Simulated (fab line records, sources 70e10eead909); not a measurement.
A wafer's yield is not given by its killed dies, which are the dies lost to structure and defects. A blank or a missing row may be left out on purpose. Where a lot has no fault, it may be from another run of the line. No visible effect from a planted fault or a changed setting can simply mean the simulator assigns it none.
A struck lot beside a sound one    flow nand_harc    24 steps out of a route of 1159
Sound: wafers L745.2, L745.4, L745.6. Struck: wafers L755.1, L755.2, L755.3. The cause is given at the end.
For every step that has rows: the tool of each side, followed by ch and its chambers, followed by its first start. Under that, the readings that differ: sound wafers    struck wafers    difference of the means    sigmas: that difference in standard deviations of wafers without a fault.
alike: a reading whose means differ by less than 2 such deviations, as well as words and numbers matching on both sides. not compared: withheld readings; readings where some wafer has no value; bounds like >300 that might hide an equal value; numbers whose values overlap and for which the record gives no deviation.
The two part at a step that has a row with sigmas, a row that says differs or no value, or rows on one side only. Numbers that have no deviation but don't overlap get no sigmas and don't part them. A reading that every wafer of one side lacks parts them only if that side has two wafers or more.

NHARC_P_M1_INSPECT_27:
  sound on defect_inspect-01 at day 6 22:17; struck on defect_inspect-02 at day 9 09:41
  alike: raw_defect_count
NHARC_P_M1_PRE_CLEAN_32: time 12 s.
  sound on pecvd-03 ch 0,1,2, day 6 22:22; struck on pecvd-02 ch 0,1,2, day 9 09:55
  alike: heater_power_w
NHARC_P_M1_DEP_33: deposits SiCN, target thk 30 nm.
  sound on pecvd-03 ch 0,1,2, day 6 22:28; struck on pecvd-02 ch 0,1,2, day 9 09:59
  alike: heater_power_w
then, 8 steps without rows for these wafers: NHARC_P_M2_DEP_00 (deposits SiOC, target thk 182.5 nm); NHARC_P_M2_DEHYDRATE_01 (time 120 s); NHARC_P_M2_HMDS_02 (time 30 s); NHARC_P_M2_COAT_34 (time 65 s); NHARC_P_M2_COAT_03 (resist thk 90 nm); NHARC_P_M2_SOFTBAKE_04 (time 55 s); NHARC_P_M2_EBR_05; NHARC_P_M2_EXPOSE_06 (exposes mask P M2, target cd 170 nm).
NHARC_P_M2_PEB_07: peb time 65 s.
  sound on litho_track-06 ch 0, day 7 00:29; struck on litho_track-06 ch 0, day 9 11:10
reading                   sound              struck                difference  sigmas
heater_power_total_W (W)  157.0 156.5 156.2  166.9 166.7 167.0     +10.3       +25
plate_temp_C (C)          99.95 99.92 99.98  104.74 104.62 104.58  +4.70       +43
then, 1 step without rows for these wafers: NHARC_P_M2_DEVELOP_08 (develop time 35 s).
NHARC_P_M2_CD_MEAS_09: target cd 170 nm.
  sound on cd_sem-01 ch 0, day 7 00:34; struck on cd_sem-03 ch 0
reading     sound              struck             difference  sigmas
cd_nm (nm)  170.7 170.4 170.7  184.7 185.0 184.3  +14.1       +29
  not compared: hold
NHARC_P_M2_OVL_MEAS_10: pitch 340 nm.
  sound on overlay-01 at day 7 00:39; struck on overlay-02 at day 9 13:55
reading  sound  struck                                                                      difference                    sigmas
hold     - - -  await_dispo/2.4h/release await_dispo/2.4h/release await_dispo/2.4h/release  no value on the sound wafers  
  alike: overlay_x_nm, overlay_y_nm
NHARC_P_M2_INSPECT_11:
  sound on defect_inspect-02 at day 7 00:41; struck on defect_inspect-01 at day 9 13:58
  alike: raw_defect_count
NHARC_P_M2_DESCUM_14: chemistry O2, time 3 s.
  sound on rie_diel-04 ch 1,3, day 7 00:45; struck on rie_diel-06 ch 0,2,3, day 9 14:01
reading                sound              struck             difference  sigmas
model.P_M2.cd_nm (nm)  170.7 170.3 170.2  184.5 184.5 184.1  +14.0       
  alike: drypump_motor_current_A, oes_product_au, rf_vpp_V, showerhead_plenum_p_Torr, throttle_valve_pct
  not compared: rf_hours_counter_h
NHARC_P_M2_ETCH_35: etches the open film in N2/H2, target depth 40 nm, overetch 12 nm, time 43.94 s.
  sound on rie_diel-04 ch 0,1,2, day 7 00:50; struck on rie_diel-06 ch 1,2,3, day 9 14:06
  alike: drypump_motor_current_A, oes_product_au, rf_vpp_V, showerhead_plenum_p_Torr, throttle_valve_pct
  not compared: rf_hours_counter_h
NHARC_P_M2_ETCH_15: etches the open film in C4F8/Ar, target depth 182.5 nm, time 91.2 s.
  sound: rie_diel-04 ch 0,1,3; struck: rie_diel-06 ch 0,1,3
reading                sound              struck             difference  sigmas
oes_product_au (a.u.)  0.990 0.958 0.992  0.921 0.918 0.930  -0.057      -2
  alike: rf_vpp_V
  not compared: rf_hours_counter_h
NHARC_P_M2_CD_MEAS_16:
  sound on cd_sem-02 at day 7 01:03; struck on cd_sem-01 at day 9 14:31
reading     sound              struck             difference  sigmas
cd_nm (nm)  170.5 170.0 170.0  184.2 184.3 183.8  +13.9       +28
  not compared: hold
NHARC_P_M2_STRIP_18: strips in N2/H2.
  sound on rie_diel-06 ch 1,3, day 7 01:11; struck on rie_diel-03 ch 0,2,3, day 9 22:36
reading  sound  struck                                                                      difference                    sigmas
hold     - - -  await_dispo/8.0h/release await_dispo/8.0h/release await_dispo/8.0h/release  no value on the sound wafers  
  alike: drypump_motor_current_A, oes_product_au, rf_vpp_V, showerhead_plenum_p_Torr, throttle_valve_pct
  not compared: rf_hours_counter_h
NHARC_P_M2_ETCH_28: etches the open film in CF4/N2, target depth 30 nm, time 72.99 s.
  sound: rie_diel-06 ch 1,2,3; struck: rie_diel-03 ch 0,1,3
reading                sound              struck             difference  sigmas
model.P_M2.cd_nm (nm)  170.5 169.6 169.8  184.5 184.4 183.9  +14.3       
  alike: drypump_motor_current_A, oes_product_au, rf_vpp_V, showerhead_plenum_p_Torr, throttle_valve_pct
  not compared: rf_hours_counter_h
then, 1 step without rows for these wafers: NHARC_P_M2_STRIP_19 (strips in post etch residue remover, time 600 s).
-- the record jumps here: 15 days lie between the struck wafers' starts before and after (it left off in module P_M2 and takes up again in module END, whose first step shown is number 1159 of the route) --
NHARC_END_SORT_01:
  here the record holds rows for the struck wafers (prober-02 ch 0, day 24 15:45) but none for the sound ones

WHERE THEY PART
First at NHARC_P_M2_PEB_07; last, within this record, at NHARC_END_SORT_01.

WHY: what had been put in by the simulator
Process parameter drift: litho_track-06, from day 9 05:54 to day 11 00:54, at NHARC_P_M2_PEB_07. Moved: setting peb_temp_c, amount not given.
